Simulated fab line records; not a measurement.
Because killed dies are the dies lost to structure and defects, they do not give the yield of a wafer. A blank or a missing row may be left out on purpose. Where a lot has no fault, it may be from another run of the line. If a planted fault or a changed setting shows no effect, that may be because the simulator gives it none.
fab line records	flow nandHarc
record lots=12	wafers=36	lastDay=33
route steps=1302 shown A_WL_FILL@975 A_CONTACT@1004 END@1302
lots with no fault: from the same line, run without faults
startH: the number of hours between the record's first day and the start of the first shown wafer of the lot	waitH: hours from the lot's prior step to this one	" identical to the entry in the row above	L1.1+2: several wafers, shown together as one row	- no value present, or no start provided	* or withheld: withheld	< > ~ a bound
route shown NAME@n: names a module that has steps shown in the file, with the first one's number in the route	usual: average and standard deviation across the fault-free wafers	same: alike in all rows	chamber/n: place in a boat	sites: per-site readings	_std_site: the values' standard deviation	_edge_site: inner sites' mean taken away from outer sites' mean	radiusMm: how far each site lies from the wafer's centre	mask NAME#n: copy n	behind: the most recent tool/chamber to have shaped the wafer	hold: reason for holding the lot/hours on hold/outcome of the hold	device: which transistor (n, p or np) failed to switch	end of line: the route-end tests of the same wafers	where a step has no rows: the recipe by itself	killed: count of dies lost to structure and defects at first sort (not the wafer's yield)	map: the dies of a wafer, with x for killed, . for not killed, _ for no die there
set.NAME: the setting as run; set.NAME@STEP: as run at that earlier step	model.NAME: the simulator's own value behind a step, which no gauge read
a sample of lots followed through the steps of the route, with each step as a table and each wafer as a row
services: a tool's chamber out of use, with start hour (startH, from the record's first day; less than 0 if before it), hours out, and reason
## steps
# step NHARC_A_WL_FILL_ALD_19
# recipe targetThkA=20	pulseTimeS=3	aldCycles=100	tempC=450	material=TiN
# usual heaterPowerW=1036/86	precursorPulseHeightRel=1.000/0.021
# same aldCycles=100
lot.wafer	tool	chamber	startH	waitH	heaterPowerW	precursorPulseHeightRel
L192.3	aldMetal-02	0	480.81	0.1	968	0.991
L192.4	"	2	"	"	1229	1.000
L192.6	"	0	"	"	933	1.014
L193.2	aldMetal-03	1	480.84	0.1	977	1.006
L193.4	"	2	"	"	1038	0.972
L193.5	"	3	"	"	926	0.943
L194.1	aldMetal-03	1	515.97	0.1	986	1.021
L194.4	"	3	"	"	942	1.007
L194.5	"	1	"	"	982	0.988
L195.3	aldMetal-02	3	525.26	0.1	1046	1.046
L195.5	"	2	"	"	1262	1.005
L195.6	"	3	"	"	1053	1.006
L197.1	aldMetal-03	0	532.24	0.1	1058	0.990
L197.5	"	3	"	"	955	1.023
L197.6	"	0	"	"	1100	1.031
L199.1	aldMetal-04	2	555.65	0.1	1035	1.008
L199.4	"	1	"	"	1042	1.018
L199.6	"	2	"	"	1038	0.974
L198.3	aldMetal-03	2	559.16	0.1	1036	0.989
L198.2	"	0	"	"	1098	0.984
L198.6	"	2	"	"	1043	1.002
L202.1	aldMetal-03	3	615.33	0.1	821	1.011
L202.4	"	0	"	"	991	1.034
L202.6	"	1	"	"	982	1.015
L208.1	aldMetal-04	3	635.76	0.1	1053	0.995
L208.3	"	0	"	"	1100	1.003
L208.5	"	3	"	"	1078	1.024
L209.4	aldMetal-03	1	635.80	0.1	975	0.993
L209.3	"	2	"	"	1078	1.022
L209.6	"	3	"	"	832	0.957
L214.4	aldMetal-02	3	707.28	0.2	1047	1.001
L214.5	"	0	"	"	901	0.983
L214.6	"	1	"	"	1114	0.968
L215.4	aldMetal-04	3	715.61	0.1	1019	1.002
L215.2	"	0	"	"	1125	0.993
L215.6	"	2	"	"	1026	1.015
# step NHARC_A_WL_FILL_INSPECT_15
# usual rawDefectCount=485/130
lot.wafer	tool	chamber	startH	waitH	rawDefectCount
L192.3	defectInspect-01	-	481.64	0.0	523
L192.4	"	-	"	"	722
L192.6	"	-	"	"	545
L193.2	defectInspect-02	-	481.69	0.0	386
L193.4	"	-	"	"	265
L193.5	"	-	"	"	264
L194.1	defectInspect-02	-	516.81	0.0	321
L194.4	"	-	"	"	430
L194.5	"	-	"	"	337
L195.3	defectInspect-02	-	526.11	0.0	648
L195.5	"	-	"	"	414
L195.6	"	-	"	"	375
L197.1	defectInspect-02	-	533.24	0.0	376
L197.5	"	-	"	"	648
L197.6	"	-	"	"	394
L199.1	defectInspect-02	-	556.52	0.0	400
L199.4	"	-	"	"	508
L199.6	"	-	"	"	410
L198.2	defectInspect-01	-	560.12	0.0	361
L198.3	"	-	"	"	353
L198.6	"	-	"	"	322
L202.1	defectInspect-02	-	616.14	0.0	498
L202.4	"	-	"	"	408
L202.6	"	-	"	"	671
L209.3	defectInspect-01	-	636.96	0.0	472
L209.4	"	-	"	"	691
L209.6	"	-	"	"	395
L208.1	defectInspect-01	-	637.10	0.0	386
L208.3	"	-	"	"	510
L208.5	"	-	"	"	460
L214.4	defectInspect-01	-	708.09	0.0	409
L214.5	"	-	"	"	476
L214.6	"	-	"	"	485
L215.2	defectInspect-02	-	716.44	0.0	427
L215.4	"	-	"	"	411
L215.6	"	-	"	"	480
# step NHARC_A_CONTACT_ETCH_51
# recipe targetDepthA=70000	overEtchFrac=0.3	timeS=1820	ionEnergyEv=150	o2FlowSccm=400	cosFlowSccm=20	arFlowSccm=0	rfW=500	biasW=300	chemistry=O2/COS
# usual chamberPressureMTorr=19.997/0.019	cosFlowSccm=20.00/0.059	drypumpMotorCurrentA=5.7/0.33	o2FlowSccm=400.2/1.2	oesProductAu=1.002/0.011	rfVppV=313.3/2.3	showerheadPlenumPTorr=3.06/0.15	throttleValvePct=28.330/0.0089
lot.wafer	tool	chamber	startH	waitH	chamberPressureMTorr	cosFlowSccm	drypumpMotorCurrentA	o2FlowSccm	oesProductAu	rfHoursCounterH	rfVppV	showerheadPlenumPTorr	throttleValvePct
L192.4	rieDiel-03	1	494.15	-	19.985	20.01	5.1	399.0	0.998	7	312.1	2.97	28.330
L192.3	"	2	"	"	19.999	20.04	5.9	399.7	0.991	7	316.1	3.17	28.343
L192.6	"	3	"	"	19.998	19.97	5.9	400.4	1.000	-	311.5	2.94	28.318
L193.4	rieDiel-11	3	494.31	-	20.010	19.94	5.1	401.2	1.000	17	313.0	2.98	28.331
L193.2	"	0	"	"	19.981	19.96	6.1	398.2	0.999	16	317.8	3.36	28.326
L193.5	"	1	"	"	20.007	19.99	5.6	400.1	0.985	-	315.7	3.28	28.344
L194.4	rieDiel-07	0	523.48	-	20.030	20.00	5.8	398.8	1.017	5	310.7	2.92	28.324
L194.1	"	1	"	"	20.001	20.08	5.5	401.3	1.009	6	318.0	3.27	28.315
L194.5	"	2	"	"	20.007	20.01	5.7	398.7	1.021	-	312.7	3.00	28.324
L195.3	rieDiel-07	1	533.06	-	20.020	19.91	5.5	400.7	1.000	8	316.7	3.27	28.318
L195.5	"	1	"	"	20.031	19.89	5.6	399.1	0.995	-	317.4	3.27	28.339
L195.6	"	2	"	"	20.009	19.99	5.7	398.3	1.015	-	312.6	3.00	28.336
L197.1	rieDiel-07	2	541.58	-	20.002	19.90	5.7	398.0	1.019	11	311.8	2.99	28.333
L197.6	"	2	"	"	19.964	20.04	5.7	398.8	1.021	-	313.1	2.99	28.340
L197.5	"	3	"	"	20.032	20.04	5.4	401.2	1.002	-	311.4	2.97	28.340
L199.1	rieDiel-07	2	564.08	-	20.009	19.94	5.7	401.9	1.022	16	313.7	2.99	28.337
L199.6	"	0	"	"	19.980	20.02	5.9	400.8	1.020	-	311.9	2.92	28.321
L199.4	"	2	"	"	19.991	19.91	5.6	401.2	1.021	-	310.7	2.99	28.331
L198.3	rieDiel-11	3	567.55	-	19.971	19.91	5.2	399.1	0.998	43	312.7	2.96	28.332
L198.2	"	1	"	"	20.017	19.95	5.5	399.3	1.001	44	316.5	3.27	28.325
L198.6	"	3	"	"	20.011	20.01	5.2	400.5	0.991	-	310.3	2.97	28.321
L202.4	rieDiel-11	2	623.38	-	19.992	20.05	6.1	399.4	0.999	1	313.6	3.04	28.336
L202.1	"	0	"	"	20.008	20.03	6.2	401.2	0.998	0	319.1	3.34	28.315
L202.6	"	2	"	"	19.991	20.03	6.1	401.1	0.996	-	312.4	3.04	28.328
L209.3	rieDiel-11	3	644.03	-	19.974	19.95	5.2	401.8	0.994	11	311.7	2.95	28.341
L209.4	"	0	"	"	20.000	20.04	6.1	401.1	1.007	11	316.8	3.34	28.333
L209.6	"	1	"	"	19.977	19.95	5.5	402.2	0.814	-	313.8	3.26	28.346
L208.1	rieDiel-11	0	645.35	-	19.961	20.09	6.1	400.1	1.001	12	317.5	3.34	28.324
L208.3	"	2	"	"	19.989	20.00	6.1	399.5	0.995	12	312.3	3.03	28.324
L208.5	"	3	"	"	20.005	20.02	5.2	399.5	0.819	-	312.1	2.95	28.343
L214.4	rieDiel-07	2	714.81	-	20.019	20.11	5.7	399.8	0.996	1	313.0	2.99	28.348
L214.5	"	2	"	"	19.995	20.08	5.7	401.0	1.005	-	312.6	2.99	28.322
L214.6	"	3	"	"	19.999	19.99	5.5	398.7	1.000	-	312.3	2.97	28.349
L215.4	rieDiel-07	1	723.22	-	20.005	19.95	5.5	398.7	1.001	2	316.1	3.27	28.327
L215.2	"	2	"	"	19.987	20.09	5.7	400.0	1.009	2	311.8	2.99	28.330
L215.6	"	3	"	"	19.978	19.93	5.4	401.6	1.000	-	313.1	2.97	28.342
# step NHARC_A_CONTACT_ETCH_114
# recipe sourceW=withheld	pressureMtorr=20	biasV=3000	timeS=190	targetDepthA=18500	arFlowSccm=withheld	c4f8FlowSccm=withheld	o2FlowSccm=withheld	chemistry=C4F8/O2/Ar
# usual chamberPressureMTorr=19.999/0.019
lot.wafer	tool	chamber	startH	waitH	chamberPressureMTorr	rfHoursCounterH
L192.3	harCapEtch-02	0	495.70	0.1	20.011	-
L192.4	"	1	"	"	20.005	-
L192.6	"	1	"	"	19.991	-
L193.2	harCapEtch-03	1	495.84	0.1	20.002	41
L193.4	"	0	"	"	20.027	-
L193.5	"	1	"	"	20.016	-
L194.1	harCapEtch-01	1	525.00	0.1	19.992	0
L194.4	"	1	"	"	19.994	-
L194.5	"	0	"	"	19.988	-
L195.3	harCapEtch-02	1	534.88	0.1	20.010	-
L195.6	"	1	"	"	19.984	-
L195.5	"	0	"	"	20.030	-
L197.1	harCapEtch-02	1	543.41	0.1	20.005	93
L197.5	"	1	"	"	19.971	-
L197.6	"	0	"	"	20.003	-
L199.1	harCapEtch-02	1	565.93	0.1	20.001	97
L199.4	"	1	"	"	19.990	-
L199.6	"	0	"	"	19.988	-
L198.2	harCapEtch-01	1	569.29	0.1	20.016	9
L198.3	"	0	"	"	20.000	-
L198.6	"	0	"	"	19.943	-
L202.1	harCapEtch-01	0	625.19	0.2	19.997	15
L202.4	"	1	"	"	20.036	-
L202.6	"	0	"	"	19.972	-
L209.4	harCapEtch-02	1	645.58	0.1	19.981	-
L209.3	"	0	"	"	19.960	-
L209.6	"	1	"	"	19.973	-
L208.1	harCapEtch-03	0	646.99	0.1	19.995	68
L208.3	"	1	"	"	19.998	-
L208.5	"	0	"	"	19.975	-
L214.4	harCapEtch-01	1	716.62	0.1	20.008	-
L214.6	"	1	"	"	20.012	-
L214.5	"	0	"	"	19.994	-
L215.2	harCapEtch-02	1	724.89	0.2	20.002	127
L215.4	"	1	"	"	19.984	-
L215.6	"	0	"	"	19.987	-
# step NHARC_END_SORT_01
# recipe tempC=25
# usual killedAtArray=56/18	killedAtOther=1.4/1.5	killedAtPeriphery=4/3.1	killedDies=61/19	killedOpen=3.5/1.8	killedShort=2.4/1.4
# same grossDies=677
lot.wafer	tool	chamber	startH	waitH	killedAtArray	killedAtOther	killedAtPeriphery	killedDies	killedOpen	killedShort
L209.3	prober-02	0	716.00	3.1	56	2	1	59	5	1
L209.4	prober-02	0	716.80	3.4	48	4	3	55	7	1
L209.6	prober-02	0	718.40	4.0	671	2	4	677	4	2
L208.1	prober-01	0	721.77	2.5	54	1	7	62	1	1
L208.3	prober-01	0	723.37	3.1	68	3	2	73	3	3
L208.5	prober-01	0	724.97	3.7	669	1	7	677	4	0
# killed by level:class
L209.3 A_CHANNEL_HOLE_D1:chamberFilmFlake=36 A_CONTACT:chamberFilmFlake=7 A_SLIT:chamberFilmFlake=3 A_STAIRCASE:chamberFilmFlake=2 THIN_TSV:chamberFilmFlake=2 A_ONON_D1:geometricParticle:open=1 A_CHANNEL_HOLE_D1:geometricParticle:open=1 A_CHANNEL_FILL_D1:geometricParticle:open=1
L209.4 A_CHANNEL_HOLE_D1:chamberFilmFlake=30 A_CONTACT:chamberFilmFlake=8 THIN_TSV:chamberFilmFlake=4 A_STAIRCASE:chamberFilmFlake=2 A_SLIT:chamberFilmFlake=2 P_GATE:geometricParticle:open=1 P_CONTACT:geometricParticle:open=1 P_M1:geometricParticle:open=1
L209.6 A_CONTACT:areaEtch=625 A_CHANNEL_HOLE_D1:chamberFilmFlake=33 A_SLIT:chamberFilmFlake=6 A_CONTACT:chamberFilmFlake=3 P_M1:geometricParticle:open=2 THIN_TSV:chamberFilmFlake=2 P_CONTACT:geometricParticle:open=1 P_M2:geometricParticle:open=1
L208.1 A_SLIT:chamberFilmFlake=28 A_CHANNEL_HOLE_D2:chamberFilmFlake=17 P_GATE:chamberFilmFlake=5 A_CHANNEL_HOLE_D1:chamberFilmFlake=3 A_SGD_CUT:chamberFilmFlake=2 A_WL_FILL:chamberFilmFlake=2 P_M0:geometricParticle:open=1 STARTING-WAFER:geometricParticle:short=1
L208.3 A_SLIT:chamberFilmFlake=31 A_CHANNEL_HOLE_D2:chamberFilmFlake=16 A_CHANNEL_HOLE_D1:chamberFilmFlake=10 A_CHANNEL_FILL_D2:chamberFilmFlake=3 THIN_TSV:chamberFilmFlake=2 P_CONTACT:geometricParticle:open=1 A_DECK1_JOINT:geometricParticle:open=1 A_WL_FILL:geometricParticle:short=1
L208.5 A_CONTACT:areaEtch=605 A_SLIT:chamberFilmFlake=28 A_CHANNEL_HOLE_D2:chamberFilmFlake=18 A_CHANNEL_HOLE_D1:chamberFilmFlake=11 P_GATE:chamberFilmFlake=6 P_M0:geometricParticle:open=1 A_SOURCE_PLATE:geometricParticle:open=1 A_CHANNEL_FILL_D1:geometricParticle:open=1
## services
tool	chamber	startH	hours	kind
rieDiel-03	-	458.39	9.0	pm
rieDiel-07	-	471.32	9.0	pm
aldMetal-04	-	474.05	10.0	pm
aldMetal-03	1	477.15	2.9	repair
rieDiel-03	0	481.35	3.6	repair
harCapEtch-01	-	497.00	17.0	pm
aldMetal-04	-	524.97	1.2	repair
rieDiel-07	1	535.80	6.2	repair
aldMetal-04	2	550.15	3.2	repair
aldMetal-02	3	553.14	7.5	repair
rieDiel-07	1	556.54	21.6	repair
aldMetal-03	3	557.90	42.5	repair
aldMetal-03	-	568.00	10.0	pm
rieDiel-07	-	586.78	0.6	repair
aldMetal-04	1	599.17	47.7	repair
aldMetal-02	-	610.00	10.0	pm
rieDiel-11	-	611.04	9.0	pm
rieDiel-03	0	630.78	15.7	repair
rieDiel-03	3	630.90	7.0	repair
rieDiel-03	-	637.33	9.0	pm
aldMetal-04	-	652.05	10.0	pm
harCapEtch-02	-	683.72	0.6	repair
rieDiel-11	0	700.93	5.1	repair
rieDiel-07	-	704.90	9.0	pm
## key
firstSign step=NHARC_A_CONTACT_ETCH_51	reading=oesProductAu	direction=down	sigmas=17	usual=1.002	struck=0.816
effect step=NHARC_END_SORT_01	reading=killedAtArray	direction=up	sigmas=34	usual=56	struck=670
moreKillsBornAt NHARC_A_CONTACT_ETCH_51@rieDiel-11=1230
metAt NHARC_A_CONTACT_ETCH_51
struckLots L208,L209
struckWafers L208.5,L209.6
laterRowsLeftOut L208.5,L209.6
testerLeftOut L208,L209
notActingAt NHARC_A_WL_FILL_ALD_19,NHARC_A_WL_FILL_INSPECT_15,NHARC_A_CONTACT_ETCH_114
fault kind=processParameterDrift	tool=rieDiel-11	chamber=-	onsetH=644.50	steps=NHARC_A_CONTACT_ETCH_51	channel=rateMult	offset=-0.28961	shape=step	endH=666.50	scope=struckWafersOnly
# testerLeftOut: of these lots the tester's yield and bins aren't shown, on N5 and GAA mostly nor the transistor test; their killed dies are dies lost to structure and defects alone, not to doping, threshold or leakage, so they don't give the yield
# laterRowsLeftOut: the simulator's readings of these wafers behind a module that went badly wrong aren't trusted and aren't shown, but for the sort
